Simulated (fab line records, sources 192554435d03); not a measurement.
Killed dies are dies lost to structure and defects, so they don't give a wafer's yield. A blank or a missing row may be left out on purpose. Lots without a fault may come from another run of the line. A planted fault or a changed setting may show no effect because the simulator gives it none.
fab line records | flow n5_finfet
record lots=7 wafers=21
route steps=1938 shown BEOL_M6@1239 BEOL_M7@1269 BEOL_M8@1359
start_h: hours from the record's first day to the start of the lot's first wafer shown | wait_h: hours since the lot's step before | " the same as in the row above | L1.1+2: a row that stands for several wafers | - no value, or no start given | * or withheld: withheld | < > ~ a bound
route shown NAME@n: a module of which the file shows steps, and the number in the route of the first | usual: mean/standard deviation of fault-free wafers | same: alike in all rows | chamber/n: place in a boat | sites: the reading at each site | _std_site: their standard deviation | _edge_site: outer sites' mean less inner sites' | radius_mm: how far each site lies from the wafer's centre | mask NAME#n: copy n | behind: the tool/chamber that last shaped the wafer | hold: why the lot was held/for how many hours/how that ended | device: the transistor (n, p or np) that didn't switch | end of line: the same wafers' tests at the end of the route | a step without rows: its recipe alone | killed: dies lost to structure and defects at the first sort, not the wafer's yield | map: a wafer's dies, x killed, . not, _ none there
set.NAME: the setting as run; set.NAME@STEP: as run at that earlier step | model.NAME: the simulator's own value behind a step, which no gauge read
lots whose settings were changed on purpose; a table a step, a row a wafer
## steps
# step N5_BEOL_M6_TRENCH_ETCH_37
# recipe chemistry=C4F6/O2 target_depth_a=944.35 target=SiCOH_lowk time_s=31.5 ion_energy_ev=250 pressure_mtorr=30 source_w=345 bias_w=185 Ar_flow_sccm=300 C4F6_flow_sccm=10 O2_flow_sccm=10
# columns lot.wafer tool chamber start_h wait_h set.time_s model.etch.depth_nm model.BEOL_M6.feature_depth_nm
L074.2 rie_diel-04 3 - - 31.5 90.92 91
L074.3 " 2 " " 31.5 94.9 95
L074.5 " 0 " " 31.5 95.7 95.8
L086.3 rie_diel-01 1 - - 31.5 95.3 95.4
L086.5 " 0 " " 27.89 83.76 83.8
L086.6 " 1 " " 27.89 84.06 84
L081.1 rie_diel-04 0 - - 31.5 95.46 95.4
L081.2 " 1 " " 31.5 95.7 95.6
L081.4 " 2 " " 31.5 96.04 96
L090.2 rie_diel-01 1 - - 31.5 95.87 95.8
L090.3 " 2 " " 31.5 89.25 89.2
L090.6 " 0 " " 31.5 94.38 94.4
L089.3 rie_diel-04 3 - - 31.5 92.43 92.4
L089.4 " 2 " " 26.95 81.7 81.8
L089.6 " 1 " " 26.95 81.92 82
L087.3 rie_diel-01 1 - - 31.5 96.47 96.4
L087.4 " 2 " " 31.5 90.48 90.4
L087.5 " 1 " " 31.5 95.26 95.2
L093.3 rie_diel-04 0 - - 31.5 95.24 95.2
L093.4 " 0 " " 38.5 117.3 117.2
L093.6 " 1 " " 38.5 115.9 116
# step N5_BEOL_M6_ETCH_41
# recipe chemistry=CH3F/O2 target=SiCN target_depth_a=297 taper_deg=2 time_s=52 ion_energy_ev=120 mask_material=TiN pressure_mtorr=30 source_w=395 bias_w=75 Ar_flow_sccm=150 CH3F_flow_sccm=30 O2_flow_sccm=20
# step N5_BEOL_M6_STRIP_80
# recipe chemistry=N2/H2 time_s=10 power_w=450 temp_c=40 pressure_mtorr=20 rf_frequency_hz=6e+07 bias_power_w=7 n2_flow_sccm=200 h2_flow_sccm=200
# step N5_BEOL_M6_OCD_MEAS_38
# usual trench_depth_nm=94.1/2.2
# columns lot.wafer tool chamber start_h wait_h set.time_s@BEOL_M6_TRENCH_ETCH_37 trench_depth_nm
L074.2 ocd-01 - 259.79 - 31.5 90.7
L074.3 " - " " 31.5 94.9
L074.5 " - " " 31.5 95.3
L086.3 ocd-02 - 316.49 - 31.5 95.5
L086.5 " - " " 27.89 84.1
L086.6 " - " " 27.89 83.6
L081.1 ocd-01 - 328.12 - 31.5 95.7
L081.2 " - " " 31.5 95.2
L081.4 " - " " 31.5 96.1
L090.2 ocd-01 - 351.39 - 31.5 95.7
L090.3 " - " " 31.5 89.4
L090.6 " - " " 31.5 94.4
L089.3 ocd-02 - 373.28 - 31.5 92.6
L089.4 " - " " 26.95 81.5
L089.6 " - " " 26.95 82.3
L087.3 ocd-01 - 377.41 - 31.5 95.8
L087.4 " - " " 31.5 90.7
L087.5 " - " " 31.5 95.0
L093.3 ocd-01 - 404.23 - 31.5 95.0
L093.4 " - " " 38.5 117.7
L093.6 " - " " 38.5 116.0
# step N5_BEOL_M6_HM_STRIP_39
# recipe chemistry=peroxide_tin_strip material=TiN target_depth_a=250 temp_c=50 time_s=158
# step N5_BEOL_M6_SRD_40
# recipe time_s=30 temp_c=23 rinse_liquid=diw dry=ipa_marangoni
# step N5_BEOL_M6_ECD_50
# recipe material=Cu target_thk_a=3000
# step N5_BEOL_M6_ANNEAL_51
# recipe temp_c=225 time_s=90 ambient=N2
# step N5_BEOL_M6_CMP_52
# recipe stop_on=SiCOH_lowk t_overpolish_s=6.9 down_force_psi=1 platen_rpm=50 clearing_platen_down_force_psi=1.5 clearing_platen_rpm=50 post_cmp_clean=cu_alkaline target_thk_nm=80 clearing_platen_pad_velocity_m_s=0.99484 pad_velocity_m_s=0.99484
# columns lot.wafer tool chamber start_h wait_h set.time_s@BEOL_M6_TRENCH_ETCH_37 model.Cu_of_BEOL_M6_ECD_50.thk_nm
L074.3 cmp-04 3 263.04 0.2 31.5 78.8
L074.2 " 0 " " 31.5 74.4
L074.5 " 2 " " 31.5 81.8
L086.3 cmp-02 1 318.60 0.2 31.5 82
L086.5 " 3 " " 27.89 69.4
L086.6 " 0 " " 27.89 70.8
L081.1 cmp-04 3 330.27 0.3 31.5 79.2
L081.4 " 0 " " 31.5 80.4
L081.2 " 1 " " 31.5 81.4
L090.3 cmp-02 0 361.50 0.2 31.5 75
L090.2 " 1 " " 31.5 82
L090.6 " 1 " " 31.5 80.2
L089.3 cmp-02 2 375.55 0.2 31.5 76.8
L089.4 " 1 " " 26.95 66.8
L089.6 " 2 " " 26.95 66.2
L087.4 cmp-03 0 381.35 0.2 31.5 75.8
L087.3 " 1 " " 31.5 83.8
L087.5 " 3 " " 31.5 80.4
L093.4 cmp-04 0 407.11 0.1 38.5 101
L093.3 " 1 " " 31.5 82.4
L093.6 " 0 " " 38.5 100.6
# step N5_BEOL_M6_THK_MEAS_53
# recipe thk_meas_gauge=xrf reads=Cu_of_BEOL_M6_ECD_50
# usual M6_THK=80.1/2.6
# columns lot.wafer tool chamber start_h wait_h set.time_s@BEOL_M6_TRENCH_ETCH_37 M6_THK[nm]
L074.2 film_metro-02 - 263.30 - 31.5 75.8
L074.3 " - " " 31.5 80.7
L074.5 " - " " 31.5 83.1
L086.3 film_metro-01 - 318.82 - 31.5 83.2
L086.5 " - " " 27.89 69.9
L086.6 " - " " 27.89 71.7
L081.1 film_metro-02 - 330.52 - 31.5 79.2
L081.2 " - " " 31.5 81.7
L081.4 " - " " 31.5 80.4
L090.2 film_metro-01 - 361.80 - 31.5 82.9
L090.3 " - " " 31.5 75.6
L090.6 " - " " 31.5 80.9
L089.3 film_metro-02 - 375.85 - 31.5 77.3
L089.4 " - " " 26.95 67.0
L089.6 " - " " 26.95 66.5
L087.3 film_metro-01 - 381.61 - 31.5 84.6
L087.4 " - " " 31.5 76.1
L087.5 " - " " 31.5 80.8
L093.3 film_metro-02 - 407.41 - 31.5 82.5
L093.4 " - " " 38.5 101.3
L093.6 " - " " 38.5 101.2
# step N5_BEOL_M6_PRE_CLEAN_55
# recipe gas=NH3 time_s=15 temp_c=withheld rf_power_w=300
# step N5_BEOL_M6_DEP_56
# recipe material=SiCN target_thk_a=100 temp_c=withheld precursor=3MS/NH3 pressure_torr=3 rf_w=202 time_s=17.5
# step N5_BEOL_M6_RS_MEAS_57
# recipe thk_meas_gauge=four-point-probe reads=Cu_of_BEOL_M6_ECD_50+Co_of_BEOL_M6_CVD_78+TaN_of_BEOL_M6_ALD_77
# usual M6_RS=0.288/0.01
# columns lot.wafer tool chamber start_h wait_h set.time_s@BEOL_M6_TRENCH_ETCH_37 M6_RS[ohm/sq]
L074.2 film_metro-02 - 263.43 0.1 31.5 0.313
L074.3 " - " " 31.5 0.291
L074.5 " - " " 31.5 0.280
L086.3 film_metro-01 - 318.95 0.1 31.5 0.278
L086.5 " - " " 27.89 0.338
L086.6 " - " " 27.89 0.331
L081.1 film_metro-02 - 330.65 0.1 31.5 0.290
L081.2 " - " " 31.5 0.281
L081.4 " - " " 31.5 0.286
L090.2 film_metro-01 - 361.93 0.1 31.5 0.277
L090.3 " - " " 31.5 0.308
L090.6 " - " " 31.5 0.284
L089.3 film_metro-02 - 375.98 0.1 31.5 0.301
L089.4 " - " " 26.95 0.354
L089.6 " - " " 26.95 0.359
L087.3 film_metro-01 - 381.74 0.1 31.5 0.271
L087.4 " - " " 31.5 0.304
L087.5 " - " " 31.5 0.284
L093.3 film_metro-01 - 407.66 0.1 31.5 0.276
L093.4 " - " " 38.5 0.218
L093.6 " - " " 38.5 0.219
# step N5_BEOL_M7_COAT_60
# recipe resist=SiARC temp_c=220 time_s=60 spin_rpm=1500 resist_thk_nm=35
# columns lot.wafer tool chamber start_h wait_h set.spin_rpm model.SiARC_of_BEOL_M7_COAT_60.thk_nm
L074.2 litho_track-05 0 - - 1500 35.2
L074.3 " 0 " " 1397 36.4
L074.5 " 0 " " 1500 35
L086.3+5+6 litho_track-04 0 - - 1500 35
L081.1+2+4 litho_track-02 0 - - 1500 35
L090.2+3+6 litho_track-05 0 - - 1500 35.2
L089.3+4 litho_track-05 0 - - 1601 34
L089.6 " 0 " " 1500 35.2
L087.3+4 litho_track-04 0 - - 1500 35
L087.5 " 0 " " 1605 33.6
L093.3 litho_track-05 0 - - 1500 35
L093.4+6 " 0 " " 1414 36
# step N5_BEOL_M7_ETCH_61
# recipe chemistry=CF4 target=SiARC target_depth_a=455 mask_material=CAR-ArF time_s=75.8 ion_energy_ev=80 pressure_mtorr=40 source_w=545 bias_w=36 Ar_flow_sccm=100 cf4_flow_sccm=100 ends=cleared
# usual rf_vpp_V=184.3/1.3
# columns lot.wafer tool chamber start_h wait_h set.source_w set.spin_rpm@BEOL_M7_COAT_60 rf_vpp_V model.CAR-ArF_of_BEOL_M7_COAT_05.thk_nm model.etch.depth_nm
L074.2 rie_diel-02 0 266.77 0.0 545 1500 186.0 51 35.15
L074.3 " 1 " " 516.6 1397 189.8 50.2 36.33
L074.5 " 2 " " 545 1500 186.3 51 35.02
L086.3 rie_diel-06 1 321.54 0.0 621.3 1500 175.8 50.2 35.06
L086.5 " 1 " " 621.3 1500 176.9 50.8 35.05
L086.6 " 0 " " 545 1500 184.0 50.6 35.08
L081.1 rie_diel-05 2 334.39 0.0 545 1500 184.3 50.8 35.07
L081.2 " 0 " " 545 1500 182.6 50.8 35
L081.4 " 1 " " 545 1500 184.6 50.6 35.07
L090.2 rie_diel-02 3 368.85 0.0 545 1500 183.9 50.6 35.23
L090.3 " 2 " " 584.1 1500 181.5 50.8 35.21
L090.6 " 2 " " 545 1500 184.3 50.8 35.3
L089.3 rie_diel-05 0 378.59 0.0 465.9 1601 192.2 52.2 33.96
L089.4 " 2 " " 465.9 1601 195.4 52 34.08
L089.6 " 0 " " 545 1500 182.7 50.8 35.23
L087.3 rie_diel-02 3 383.10 0.0 545 1500 183.0 50.8 34.98
L087.4 " 2 " " 545 1500 185.4 50.8 34.94
L087.5 " 1 " " 545 1605 186.5 52.2 33.67
L093.3 rie_diel-06 0 410.63 0.0 545 1500 185.3 51 34.95
L093.4 " 3 " " 545 1414 184.6 49.8 35.98
L093.6 " 2 " " 597.9 1414 178.5 49.6 35.94
# step N5_BEOL_M7_ETCH_62
# recipe chemistry=N2/H2 target=SOC target_depth_a=1100 overetch_a=220 mask_material=SiARC temp_c=40 time_s=165 ion_energy_ev=200 pressure_mtorr=30 source_w=840 bias_w=150 n2_flow_sccm=200 h2_flow_sccm=200
# columns lot.wafer tool chamber start_h wait_h set.spin_rpm@BEOL_M7_COAT_60 model.SiARC_of_BEOL_M7_COAT_60.thk_nm
L074.2 rie_diel-02 0 266.82 0.0 1500 28
L074.3 " 1 " " 1397 29.8
L074.5 " 2 " " 1500 28.8
L086.3+5+6 rie_diel-06 1,1,0 321.59 0.0 1500 28.4
L081.1 rie_diel-05 2 334.44 0.0 1500 28.6
L081.2 " 0 " " 1500 28.2
L081.4 " 1 " " 1500 28.8
L090.2 rie_diel-02 3 368.90 0.0 1500 28.4
L090.3+6 " 2 " " 1500 29
L089.3 rie_diel-05 0 378.64 0.0 1601 27.2
L089.4 " 2 " " 1601 27.4
L089.6 " 0 " " 1500 28.6
L087.3 rie_diel-02 3 383.15 0.0 1500 28.2
L087.4 " 2 " " 1500 28.6
L087.5 " 1 " " 1605 27.2
L093.3 rie_diel-06 0 410.69 0.0 1500 28.4
L093.4 " 3 " " 1414 28.6
L093.6 " 2 " " 1414 29.2
# step N5_BEOL_M8_COAT_22
# recipe resist=CAR-EUV spin_rpm=1500 resist_thk_nm=30
# columns lot.wafer tool chamber start_h wait_h set.spin_rpm model.CAR-EUV_of_BEOL_M8_COAT_22.thk_nm
L074.2+3+5 litho_track-01 0 - - 1500 30
L086.3+6 litho_track-01 0 - - 1500 30
L086.5 " 0 " " 1550 29.6
L081.1+4 litho_track-03 0 - - 1500 30.2
L081.2 " 0 " " 1500 30
L090.2+3 litho_track-01 0 - - 1500 30
L090.6 " 0 " " 1440 30.6
L089.3+4 litho_track-04 0 - - 1500 30
L089.6 " 0 " " 1500 30.2
L087.3+4+5 litho_track-03 0 - - 1500 29.8
L093.3+4+6 litho_track-04 0 - - 1500 30
# step N5_BEOL_M8_EXPOSE_25
# recipe mask_id=V7 na=0.33 source_shape=annular sigma_inner=0.4 sigma_outer=0.8 polarization=unpolarized target_cd_nm=40 dose_mj=42.5
# columns lot.wafer tool chamber start_h wait_h mask set.dose_mj
L074.2 euv_scanner-02 0 278.76 - V7#0 42.5
L074.3+5 " 0 " " V7#0 43.57
L086.3+6 euv_scanner-02 0 336.74 - V7#0 42.5
L086.5 " 0 " " V7#0 39.77
L081.1+2+4 euv_scanner-02 0 345.71 - V7#0 42.5
L090.2 euv_scanner-01 0 380.09 - V7#0 42.5
L090.3+6 " 0 " " V7#0 45.38
L089.3+6 euv_scanner-02 0 391.62 - V7#0 41.37
L089.4 " 0 " " V7#0 42.5
L087.3+5 euv_scanner-02 0 394.53 - V7#0 42.5
L087.4 " 0 " " V7#0 41.09
L093.3 euv_scanner-02 0 424.49 - V7#0 45.33
L093.4+6 " 0 " " V7#0 42.5
# step N5_BEOL_M8_PEB_26
# recipe peb_temp_c=100 peb_time_s=60 resist=CAR-EUV
# step N5_BEOL_M8_DEVELOP_27
# recipe develop_time_s=30 developer=TMAH resist=CAR-EUV rinse_liquid=surfactant_rinse dry=air_spin dev_temp_c=23
# step N5_BEOL_M8_CD_MEAS_28
# recipe target_cd_nm=40 landing_energy_ev=500 detector=se_inlens
# usual cd_nm=40.01/0.25
# columns lot.wafer tool chamber start_h wait_h set.dose_mj@BEOL_M8_EXPOSE_25 cd_nm
L074.2 cd_sem-02 0 278.88 - 42.5 39.91
L074.3 " 0 " " 43.57 39.97
L074.5 " 0 " " 43.57 40.16
L086.3 cd_sem-03 0 336.87 - 42.5 40.12
L086.5 " 0 " " 39.77 38.27
L086.6 " 0 " " 42.5 39.68
L081.1 cd_sem-02 0 345.84 - 42.5 40.06
L081.2 " 0 " " 42.5 39.84
L081.4 " 0 " " 42.5 40.20
L090.2 cd_sem-02 0 380.21 - 42.5 40.10
L090.3 " 0 " " 45.38 41.50
L090.6 " 0 " " 45.38 41.57
L089.3 cd_sem-02 0 391.74 - 41.37 39.41
L089.4 " 0 " " 42.5 40.18
L089.6 " 0 " " 41.37 39.35
L087.3 cd_sem-03 0 394.65 - 42.5 40.16
L087.4 " 0 " " 41.09 39.18
L087.5 " 0 " " 42.5 39.50
L093.3 cd_sem-02 0 424.61 - 45.33 41.48
L093.4 " 0 " " 42.5 40.03
L093.6 " 0 " " 42.5 39.75
# step N5_BEOL_M8_DESCUM_33
# recipe chemistry=O2 time_s=7 source_power_w=50 bias_power_w=20 pressure_mtorr=20 rf_frequency_hz=2.712e+07 temp_c=40 resist=CAR-EUV o2_flow_sccm=225
# columns lot.wafer tool chamber start_h wait_h set.spin_rpm@BEOL_M8_COAT_22 set.dose_mj@BEOL_M8_EXPOSE_25 model.BEOL_M8.cd_nm model.CAR-EUV_of_BEOL_M8_COAT_22.thk_nm
L074.2 rie_diel-04 3 279.00 0.0 1500 42.5 40 26.2
L074.3 " 1 " " 1500 43.57 40.8 26
L074.5 " 0 " " 1500 43.57 40.4 26
L086.3 rie_diel-04 0 337.23 0.3 1500 42.5 39.6 26
L086.5 " 0 " " 1550 39.77 38.2 25.6
L086.6 " 3 " " 1500 42.5 39.8 26.2
L081.1 rie_diel-03 2 346.03 0.1 1500 42.5 40 26.2
L081.2 " 1 " " 1500 42.5 39.8 26
L081.4 " 0 " " 1500 42.5 40.2 26.2
L090.2 rie_diel-03 0 380.34 0.0 1500 42.5 40 26
L090.3 " 3 " " 1500 45.38 41.4 26
L090.6 " 3 " " 1440 45.38 41.6 26.8
L089.3 rie_diel-01 3 391.86 0.0 1500 41.37 39.4 26.2
L089.4 " 0 " " 1500 42.5 40 26
L089.6 " 3 " " 1500 41.37 39.2 26.2
L087.3 rie_diel-03 3 395.06 0.3 1500 42.5 40 25.8
L087.4 " 3 " " 1500 41.09 39 25.8
L087.5 " 0 " " 1500 42.5 39.8 25.8
L093.3 rie_diel-03 0 424.87 0.2 1500 45.33 41.4 26
L093.4 " 2 " " 1500 42.5 40 26.2
L093.6 " 0 " " 1500 42.5 39.4 26
# step N5_BEOL_M8_ETCH_72
# recipe chemistry=N2/H2 target=underlayer target_depth_a=65 mask_material=CAR-EUV time_s=5.2 ion_energy_ev=200 pressure_mtorr=30 source_w=840 bias_w=150 n2_flow_sccm=200 h2_flow_sccm=200 ends=cleared
# step N5_BEOL_M8_ETCH_65
# recipe chemistry=CF4 target=SiARC target_depth_a=156 mask_material=CAR-EUV time_s=26 ion_energy_ev=80 pressure_mtorr=40 source_w=545 bias_w=36 Ar_flow_sccm=100 cf4_flow_sccm=100 ends=cleared
# step N5_BEOL_M8_ETCH_66
# recipe chemistry=N2/H2 target=SOC target_depth_a=800 overetch_a=160 mask_material=SiARC temp_c=40 time_s=120 ion_energy_ev=200 pressure_mtorr=30 source_w=840 bias_w=150 n2_flow_sccm=200 h2_flow_sccm=200
# columns lot.wafer tool chamber start_h wait_h set.dose_mj@BEOL_M8_EXPOSE_25 model.BEOL_M8.cd_nm
L074.2 rie_diel-04 3 279.08 0.0 42.5 39.8
L074.3 " 1 " " 43.57 40.8
L074.5 " 0 " " 43.57 40.4
L086.3 rie_diel-04 0 337.31 0.0 42.5 39.8
L086.5 " 0 " " 39.77 38.4
L086.6 " 3 " " 42.5 39.6
L081.1 rie_diel-03 2 346.11 0.0 42.5 39.8
L081.2 " 1 " " 42.5 39.4
L081.4 " 0 " " 42.5 40.4
L090.2 rie_diel-03 0 380.42 0.0 42.5 40.2
L090.3+6 " 3 " " 45.38 41.8
L089.3 rie_diel-01 3 391.94 0.0 41.37 39.4
L089.4 " 0 " " 42.5 40.4
L089.6 " 3 " " 41.37 39
L087.3 rie_diel-03 3 395.14 0.0 42.5 40.4
L087.4 " 3 " " 41.09 39.4
L087.5 " 0 " " 42.5 40.2
L093.3 rie_diel-03 0 424.95 0.0 45.33 42
L093.4 " 2 " " 42.5 40.2
L093.6 " 0 " " 42.5 39.8
# step N5_BEOL_M8_VIA_ETCH_34
# recipe chemistry=C4F6/O2 target=SiCOH_lowk target_depth_a=1255 mask_material=SOC taper_deg=4 time_s=50.5 ion_energy_ev=250 pressure_mtorr=30 source_w=345 bias_w=185 Ar_flow_sccm=300 C4F6_flow_sccm=10 O2_flow_sccm=10
# columns lot.wafer tool chamber start_h wait_h set.bias_w set.dose_mj@BEOL_M8_EXPOSE_25 model.BEOL_M8.cd_nm
L074.2 rie_diel-04 3 279.18 0.0 161.7 42.5 39.8
L074.3 " 1 " " 161.7 43.57 41
L074.5 " 0 " " 161.7 43.57 40.4
L086.3 rie_diel-04 0 337.41 0.0 185 42.5 39.6
L086.5 " 0 " " 185 39.77 38.2
L086.6 " 3 " " 202.3 42.5 39.6
L081.1 rie_diel-03 2 346.21 0.0 185 42.5 40
L081.2 " 1 " " 185 42.5 39.2
L081.4 " 0 " " 185 42.5 40.4
L090.2 rie_diel-03 0 380.52 0.0 218.2 42.5 40.2
L090.3 " 3 " " 218.2 45.38 42
L090.6 " 3 " " 185 45.38 42
L089.3 rie_diel-01 3 392.04 0.0 208.3 41.37 39.2
L089.4 " 0 " " 208.3 42.5 40.6
L089.6 " 3 " " 185 41.37 38.8
L087.3 rie_diel-03 3 395.24 0.0 185 42.5 40.6
L087.4 " 3 " " 185 41.09 39.6
L087.5 " 0 " " 185 42.5 40.2
L093.3 rie_diel-03 0 425.05 0.0 185 45.33 42
L093.4 " 2 " " 169.6 42.5 40.2
L093.6 " 0 " " 185 42.5 39.8
## key
split step=N5_BEOL_M6_TRENCH_ETCH_37 setting=time_s stated=31.5 by=wafer
response step=N5_BEOL_M6_TRENCH_ETCH_37 reading=model.etch.depth_nm change=+0.91 per=1% r=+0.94
response step=N5_BEOL_M6_TRENCH_ETCH_37 reading=model.BEOL_M6.feature_depth_nm change=+0.91 per=1% r=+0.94
response step=N5_BEOL_M6_OCD_MEAS_38 reading=trench_depth_nm change=+0.926 per=1% r=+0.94
response step=N5_BEOL_M6_CMP_52 reading=model.Cu_of_BEOL_M6_ECD_50.thk_nm change=+0.832 per=1% r=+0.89
response step=N5_BEOL_M6_THK_MEAS_53 reading=M6_THK change=+0.854 per=1% r=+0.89
response step=N5_BEOL_M6_RS_MEAS_57 reading=M6_RS change=-0.00327 per=1% r=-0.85
split step=N5_BEOL_M7_COAT_60 setting=spin_rpm stated=1500 by=wafer
response step=N5_BEOL_M7_COAT_60 reading=model.SiARC_of_BEOL_M7_COAT_60.thk_nm change=-0.187 per=1% r=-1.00
response step=N5_BEOL_M7_ETCH_61 reading=model.CAR-ArF_of_BEOL_M7_COAT_05.thk_nm change=+0.181 per=1% r=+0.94
response step=N5_BEOL_M7_ETCH_61 reading=model.etch.depth_nm change=-0.18 per=1% r=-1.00
response step=N5_BEOL_M7_ETCH_62 reading=model.SiARC_of_BEOL_M7_COAT_60.thk_nm change=-0.17 per=1% r=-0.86
split step=N5_BEOL_M7_ETCH_61 setting=source_w stated=545 by=wafer
response step=N5_BEOL_M7_ETCH_61 reading=rf_vpp_V change=-0.638 per=1% r=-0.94
split step=N5_BEOL_M8_COAT_22 setting=spin_rpm stated=1500 by=wafer
response step=N5_BEOL_M8_COAT_22 reading=model.CAR-EUV_of_BEOL_M8_COAT_22.thk_nm change=-0.138 per=1% r=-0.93
response step=N5_BEOL_M8_DESCUM_33 reading=model.CAR-EUV_of_BEOL_M8_COAT_22.thk_nm change=-0.18 per=1% r=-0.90
split step=N5_BEOL_M8_EXPOSE_25 setting=dose_mj stated=42.5 by=wafer
response step=N5_BEOL_M8_CD_MEAS_28 reading=cd_nm change=+0.227 per=1% r=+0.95
response step=N5_BEOL_M8_DESCUM_33 reading=model.BEOL_M8.cd_nm change=+0.24 per=1% r=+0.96
response step=N5_BEOL_M8_ETCH_66 reading=model.BEOL_M8.cd_nm change=+0.261 per=1% r=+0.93
response step=N5_BEOL_M8_VIA_ETCH_34 reading=model.BEOL_M8.cd_nm change=+0.28 per=1% r=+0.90
split step=N5_BEOL_M8_VIA_ETCH_34 setting=bias_w stated=185 by=wafer
response none clear
